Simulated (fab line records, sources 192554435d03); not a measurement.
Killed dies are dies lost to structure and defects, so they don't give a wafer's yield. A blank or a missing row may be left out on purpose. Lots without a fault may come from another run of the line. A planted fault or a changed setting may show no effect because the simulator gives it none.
fab line records | flow n5_finfet
record lots=9 wafers=27 last_day=17
route steps=1938 shown MOL_CONTACT_COAG@530 BEOL_M4@1111
lots that met no fault: from a run of the same line without faults
start_h: hours from the record's first day to the start of the lot's first wafer shown | wait_h: hours since the lot's step before | " the same as in the row above | L1.1+2: a row that stands for several wafers | - no value, or no start given | * or withheld: withheld | < > ~ a bound
route shown NAME@n: a module of which the file shows steps, and the number in the route of the first | usual: mean/standard deviation of fault-free wafers | same: alike in all rows | chamber/n: place in a boat | sites: the reading at each site | _std_site: their standard deviation | _edge_site: outer sites' mean less inner sites' | radius_mm: how far each site lies from the wafer's centre | mask NAME#n: copy n | behind: the tool/chamber that last shaped the wafer | hold: why the lot was held/for how many hours/how that ended | device: the transistor (n, p or np) that didn't switch | end of line: the same wafers' tests at the end of the route | a step without rows: its recipe alone | killed: dies lost to structure and defects at the first sort, not the wafer's yield | map: a wafer's dies, x killed, . not, _ none there
set.NAME: the setting as run; set.NAME@STEP: as run at that earlier step | model.NAME: the simulator's own value behind a step, which no gauge read
steps of the route over a sample of lots; a table a step, a row a wafer
services: from which hour (start_h, from the record's first day; less than 0 if before it) a tool's chamber was out of use, for how many hours, and why
## steps
# step N5_MOL_CONTACT_COAG_ETCH_59
# recipe chemistry=N2/H2 target=underlayer target_depth_a=130 mask_material=CAR-EUV time_s=10.4 ion_energy_ev=200 pressure_mtorr=30 source_w=840 bias_w=150 n2_flow_sccm=200 h2_flow_sccm=200 ends=cleared
# usual drypump_motor_current_A=5.6/0.48 etch_rf_on_time_s=10.39/0.14 oes_product_au=0.68/0.086 rf_vpp_V=524.1/2.1 showerhead_plenum_p_Torr=2.56/0.072 throttle_valve_pct=17.87/0.22
# columns lot.wafer tool chamber start_h wait_h drypump_motor_current_A etch_rf_on_time_s oes_product_au rf_hours_counter_h rf_vpp_V showerhead_plenum_p_Torr throttle_valve_pct
L853.1 rie_diel-06 0 89.32 0.0 5.5 10.31 0.68 110 527.6 2.67 17.92
L853.2 " 2 " " 5.4 10.30 0.61 229 523.3 2.51 18.03
L853.3 " 3 " " 6.8 10.41 0.66 140 526.7 2.65 17.80
L854.1 rie_diel-04 1 94.57 0.0 5.6 10.70 0.61 182 523.5 2.53 17.92
L854.2 " 2 " " 6.5 10.59 0.59 235 519.9 2.41 18.24
L854.4 " 0 " " 5.6 10.40 0.61 208 522.8 2.52 18.24
L857.1 rie_diel-01 2 115.81 0.0 5.5 10.29 0.65 150 523.8 2.54 17.70
L857.2 " 0 " " 5.4 10.48 0.58 245 526.8 2.62 18.42
L857.3 " 3 " " 5.8 10.32 0.82 7 525.0 2.61 17.65
L862.1 rie_diel-01 3 144.48 0.0 5.8 10.26 0.80 19 525.6 2.61 17.68
L862.3 " 1 " " 4.9 10.23 0.81 8 520.9 2.50 17.53
L862.5 " 1 " " 4.8 10.28 0.81 - 523.9 2.50 17.51
L868.1 rie_diel-01 3 180.48 0.0 5.8 10.48 0.76 33 524.1 2.60 17.71
L868.3 " 0 " " 5.4 10.02 0.82 11 525.2 2.61 18.04
L868.6 " 0 " " 5.4 10.21 0.81 - 525.7 2.61 18.00
L869.1 rie_diel-04 2 191.66 0.0 6.5 10.18 0.81 13 528.2 2.72 17.84
L869.3 " 0 " " 5.6 10.34 0.59 245 520.9 2.51 18.29
L869.5 " 2 " " 6.5 10.29 0.81 - 529.0 2.72 17.84
L872.1 rie_diel-06 1 202.45 0.0 5.3 10.48 0.58 238 522.8 2.50 17.95
L872.2 " 0 " " 5.5 10.42 0.64 148 526.8 2.65 17.98
L872.4 " 3 " " 6.8 10.52 0.63 179 526.8 2.64 17.88
L874.1 rie_diel-01 0 213.18 0.0 5.3 10.11 0.78 22 524.8 2.61 18.05
L874.4 " 1 " " 4.8 10.26 0.75 35 521.2 2.48 17.59
L874.6 " 2 " " 5.5 10.34 0.61 - 523.8 2.52 17.78
L876.3 rie_diel-06 3 226.50 0.0 6.8 10.48 0.62 187 526.9 2.63 17.88
L876.4 " 1 " " 5.3 10.43 0.58 247 523.2 2.50 17.96
L876.5 " 2 " " 5.4 10.32 0.78 - 521.9 2.49 17.65
# step N5_MOL_CONTACT_COAG_ETCH_106
# recipe chemistry=N2/H2 target=SOC target_depth_a=800 overetch_a=160 mask_material=SiARC temp_c=40 time_s=120 ion_energy_ev=200 pressure_mtorr=30 source_w=840 bias_w=150 n2_flow_sccm=200 h2_flow_sccm=200
# usual drypump_motor_current_A=5.6/0.48 oes_product_au=0.71/0.087 rf_vpp_V=524.2/2.1 showerhead_plenum_p_Torr=2.56/0.072 throttle_valve_pct=17.84/0.22
# columns lot.wafer tool chamber start_h wait_h drypump_motor_current_A oes_product_au rf_hours_counter_h rf_vpp_V showerhead_plenum_p_Torr throttle_valve_pct
L853.1 rie_diel-06 0 89.37 0.0 5.5 0.70 110 528.4 2.67 17.91
L853.2 " 2 " " 5.4 0.64 229 522.7 2.51 18.00
L853.3 " 3 " " 6.8 0.69 140 527.1 2.65 17.78
L854.1 rie_diel-04 1 94.62 0.0 5.6 0.65 182 523.7 2.53 17.90
L854.2 " 2 " " 6.5 0.63 235 521.9 2.41 18.20
L854.4 " 0 " " 5.6 0.64 208 521.9 2.52 18.21
L857.1 rie_diel-01 2 115.86 0.0 5.5 0.67 150 524.0 2.54 17.67
L857.2 " 0 " " 5.4 0.62 245 524.7 2.62 18.40
L857.3 " 3 " " 5.8 0.86 7 526.0 2.61 17.64
L862.1 rie_diel-01 3 144.53 0.0 5.8 0.82 19 524.8 2.61 17.66
L862.3 " 1 " " 4.8 0.83 8 523.4 2.50 17.49
L862.5 " 1 " " 4.8 0.85 - 521.8 2.50 17.48
L868.1 rie_diel-01 3 180.53 0.0 5.8 0.80 33 526.0 2.60 17.68
L868.3 " 0 " " 5.4 0.84 11 526.3 2.61 18.00
L868.6 " 0 " " 5.4 0.84 - 525.7 2.61 17.99
L869.1 rie_diel-04 2 191.71 0.0 6.5 0.83 13 528.6 2.72 17.81
L869.3 " 0 " " 5.6 0.62 245 522.2 2.51 18.27
L869.5 " 2 " " 6.5 0.84 - 528.0 2.72 17.81
L872.1 rie_diel-06 1 202.50 0.0 5.3 0.62 238 524.6 2.50 17.93
L872.2 " 0 " " 5.5 0.68 148 527.3 2.65 17.96
L872.4 " 3 " " 6.8 0.66 179 525.2 2.64 17.83
L874.1 rie_diel-01 0 213.23 0.0 5.4 0.81 22 526.5 2.61 18.03
L874.4 " 1 " " 4.9 0.79 35 521.5 2.49 17.54
L874.6 " 2 " " 5.5 0.65 - 523.2 2.53 17.74
L876.3 rie_diel-06 3 226.55 0.0 6.8 0.66 187 526.8 2.63 17.84
L876.4 " 1 " " 5.3 0.61 247 523.6 2.50 17.94
L876.5 " 2 " " 5.4 0.81 - 523.0 2.49 17.62
# step N5_MOL_CONTACT_COAG_CMP_28
# recipe stop_on=SiNx t_overpolish_s=0.85 post_cmp_clean=alkaline_brush down_force_psi=4.15 platen_rpm=51.8 pad_velocity_m_s=1.0307 target_thk_nm=14.522
# usual motor_current_A=12.3/1.6 platen_rpm=51.80/0.033 retaining_ring_pressure_frac=1.000/0.0053 time_to_endpoint_s=5.6/1.8
# columns lot.wafer tool chamber start_h wait_h motor_current_A platen_rpm retaining_ring_pressure_frac time_to_endpoint_s
L853.1 cmp-01 0 98.61 0.8 14.5 51.79 0.997 7.5
L853.2 " 2 " " 13.0 51.87 1.002 7.1
L853.3 " 3 " " 10.6 51.82 1.000 4.1
L854.2 cmp-02 2 103.09 0.8 11.1 51.79 1.003 4.4
L854.4 " 3 " " 13.4 51.85 1.001 3.6
L854.1 " 0 " " 12.2 51.79 1.006 4.8
L857.2 cmp-01 3 123.38 0.8 9.7 51.77 1.003 5.0
L857.3 " 0 " " 14.0 51.78 0.996 7.0
L857.1 " 1 " " 9.9 51.82 1.001 8.2
L862.1 cmp-02 1 154.80 0.9 12.7 51.77 1.008 5.6
L862.3 " 3 " " 13.5 51.84 1.003 4.3
L862.5 " 1 " " 13.2 51.80 1.004 4.9
L868.3 cmp-01 3 190.43 0.8 10.2 49.77 1.006 3.7
L868.1 " 1 " " 10.1 49.67 1.000 3.5
L868.6 " 3 " " 10.4 49.75 1.003 1.8
L869.3 cmp-01 2 202.41 0.8 13.2 49.72 0.998 5.7
L869.1 " 3 " " 10.5 49.72 1.012 1.7
L869.5 " 1 " " 10.3 49.68 1.004 4.7
L872.2 cmp-02 3 209.75 0.8 13.3 51.79 1.003 2.7
L872.1 " 0 " " 11.9 51.78 0.999 5.1
L872.4 " 2 " " 12.0 51.84 0.989 3.8
L874.1 cmp-02 2 221.09 0.8 11.5 51.77 0.997 6.9
L874.4 " 0 " " 12.2 51.81 0.996 9.6
L874.6 " 2 " " 11.9 51.81 1.004 5.5
L876.3 cmp-03 0 235.46 0.8 11.1 51.84 1.004 8.9
L876.4 " 2 " " 13.6 51.77 0.995 6.8
L876.5 " 0 " " 10.8 51.75 1.000 7.9
# step N5_MOL_CONTACT_COAG_CD_MEAS_84
# recipe target_cd_nm=25.1 landing_energy_ev=500 detector=se_inlens polarity=opening
# usual cd_nm=25.08/0.27
# same landing_energy_ev=500
# columns lot.wafer tool chamber start_h wait_h cd_nm
L853.1 cd_sem-03 0 99.97 - 25.36
L853.2 " 0 " " 25.17
L853.3 " 0 " " 25.14
L854.1 cd_sem-03 0 104.58 - 24.99
L854.2 " 0 " " 25.04
L854.4 " 0 " " 25.41
L857.1 cd_sem-03 0 124.52 - 24.80
L857.2 " 0 " " 25.24
L857.3 " 0 " " 24.88
L862.1 cd_sem-01 0 155.97 - 25.42
L862.3 " 0 " " 25.65
L862.5 " 0 " " 25.06
L868.1 cd_sem-03 0 191.81 - 24.48
L868.3 " 0 " " 25.29
L868.6 " 0 " " 24.68
L869.1 cd_sem-03 0 203.67 - 24.77
L869.3 " 0 " " 25.23
L869.5 " 0 " " 25.42
L872.1 cd_sem-02 0 211.07 - 24.99
L872.2 " 0 " " 24.95
L872.4 " 0 " " 25.17
L874.1 cd_sem-03 0 222.88 - 25.42
L874.4 " 0 " " 24.68
L874.6 " 0 " " 24.37
L876.3 cd_sem-01 0 236.65 - 24.98
L876.4 " 0 " " 24.45
L876.5 " 0 " " 25.18
# step N5_BEOL_M4_RC_MEAS_101
# usual DIBL_N=36.4/1.5 DIBL_P=36.6/1.9 IOFF_N=0.155/0.021 IOFF_P=0.211/0.028 ION_N=671/8.6 ION_P=462/5.8 SS_N=71.5/0.5 SS_P=73.4/0.58 VT_N=250.1/2.4 VT_P=-250.1/3
# columns lot.wafer tool chamber start_h wait_h DIBL_N[mV/V] DIBL_P[mV/V] IOFF_N[nA/um] IOFF_P[nA/um] ION_N[uA/um] ION_P[uA/um] SS_N[mV/dec] SS_P[mV/dec] VT_N[mV] VT_P[mV]
L853.1 prober-02 0 167.86 0.0 35.7 35.0 0.134 0.193 674 457 71.2 72.5 250.6 -250.8
L853.2 " 0 " " 35.3 35.4 0.138 0.200 667 464 71.4 72.0 248.9 -251.9
L853.3 " 0 " " 35.8 34.5 0.142 0.189 685 461 71.5 72.8 250.2 -252.8
L854.1 prober-01 0 176.48 0.0 35.7 35.7 0.152 0.207 677 464 71.3 73.3 249.9 -250.3
L854.2 " 0 " " 36.7 36.6 0.157 0.215 676 468 71.8 73.8 249.4 -251.7
L854.4 " 0 " " 35.8 35.5 0.149 0.198 664 460 71.7 74.5 251.1 -249.5
L857.1 prober-02 0 186.99 0.0 35.9 35.7 0.146 0.173 668 450 71.1 73.6 250.3 -254.6
L857.2 " 0 " " 34.8 34.6 0.130 0.158 665 448 70.9 73.4 251.9 -256.9
L857.3 " 0 " " 36.2 35.7 0.145 0.171 664 456 70.9 73.4 248.6 -255.1
L862.1 prober-02 0 224.30 0.0 37.3 36.8 0.157 0.208 676 460 71.5 73.1 250.6 -246.9
L862.3 " 0 " " 36.9 34.5 0.142 0.175 670 454 71.5 72.3 249.8 -251.8
L862.5 " 0 " " 38.4 37.2 0.170 0.222 679 466 71.0 73.1 250.6 -248.8
L868.1 prober-02 0 253.13 0.0 36.7 36.3 0.153 0.211 667 461 71.8 73.5 250.2 -251.3
L868.3 " 0 " " 37.1 36.5 0.157 0.212 678 467 71.4 73.0 248.7 -250.3
L868.6 " 0 " " 37.5 38.4 0.169 0.252 690 474 71.5 74.4 245.7 -248.6
L869.1 prober-01 0 273.76 0.0 37.7 37.4 0.158 0.238 669 463 72.0 73.7 249.9 -249.9
L869.3 " 0 " " 37.2 37.2 0.149 0.240 665 462 71.5 73.4 249.9 -250.2
L869.5 " 0 " " 38.2 38.3 0.169 0.260 671 471 71.9 73.4 249.4 -246.3
L872.1 prober-01 0 280.43 0.0 36.9 37.3 0.160 0.221 665 459 71.8 73.4 252.5 -247.9
L872.2 " 0 " " 37.9 38.5 0.186 0.218 686 461 71.9 73.7 247.3 -250.5
L872.4 " 0 " " 37.3 37.8 0.171 0.209 677 460 71.3 73.5 247.6 -250.5
L874.1 prober-01 0 303.81 0.0 39.8 41.7 0.233 0.282 702 480 72.2 74.6 243.9 -246.3
L874.4 " 0 " " 39.0 41.0 0.208 0.272 686 467 72.0 74.7 247.7 -247.1
L874.6 " 0 " " 38.5 39.3 0.171 0.232 672 463 71.9 73.8 251.6 -249.3
L876.3 prober-02 0 308.56 0.3 37.5 37.3 0.160 0.168 675 452 72.1 73.6 248.8 -257.4
L876.4 " 0 " " 36.8 37.3 0.155 0.173 675 458 70.9 73.6 248.2 -256.5
L876.5 " 0 " " 38.2 38.1 0.175 0.183 691 461 71.8 73.1 247.3 -256.1
## services
# columns tool chamber start_h hours kind
cmp-03 - 78.90 0.4 repair
rie_diel-01 3 80.03 - clean
rie_diel-01 3 80.03 - consumable_replace:focus_ring
rie_diel-01 3 80.03 17.7 scheduled_down
rie_diel-01 3 80.03 17.7 vent_cycle
cmp-03 - 80.51 8.9 pm
rie_diel-01 1 86.89 2.2 repair
rie_diel-06 3 95.74 5.3 repair
cmp-03 - 98.57 2.3 repair
rie_diel-06 1 102.17 2.4 repair
rie_diel-01 - 104.58 0.5 repair
rie_diel-01 1 107.44 - clean
rie_diel-01 1 107.44 - consumable_replace:focus_ring
cmp-01 - 113.35 4.6 pm
cmp-02 - 113.67 4.0 pm
rie_diel-06 0 118.56 6.0 repair
cmp-02 - 118.87 0.6 repair
cmp-01 - 128.92 2.1 repair
cmp-01 - 153.57 2.0 repair
cmp-03 - 183.79 20.6 pm
cmp-02 - 195.41 0.5 repair
cmp-03 - 204.75 0.8 repair
cmp-01 - 213.82 4.0 pm
rie_diel-04 1 217.32 5.2 repair
## key
first_sign step=N5_MOL_CONTACT_COAG_CMP_28 reading=platen_rpm direction=down sigmas=64 usual=51.80 struck=49.72
effect none on later readings
met_at N5_MOL_CONTACT_COAG_CMP_28
struck_lots L868,L869
not_acting_at N5_MOL_CONTACT_COAG_ETCH_59,N5_MOL_CONTACT_COAG_ETCH_106,N5_MOL_CONTACT_COAG_CD_MEAS_84
onset_between 123.38 190.43
fault kind=process_parameter_drift tool=cmp-01 chamber=- onset_h=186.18 steps=N5_MOL_CONTACT_COAG_CMP_28 channel=platen_rpm offset=-2.072 shape=step end_h=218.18 acts_in=these_recipes_only stated=51.8
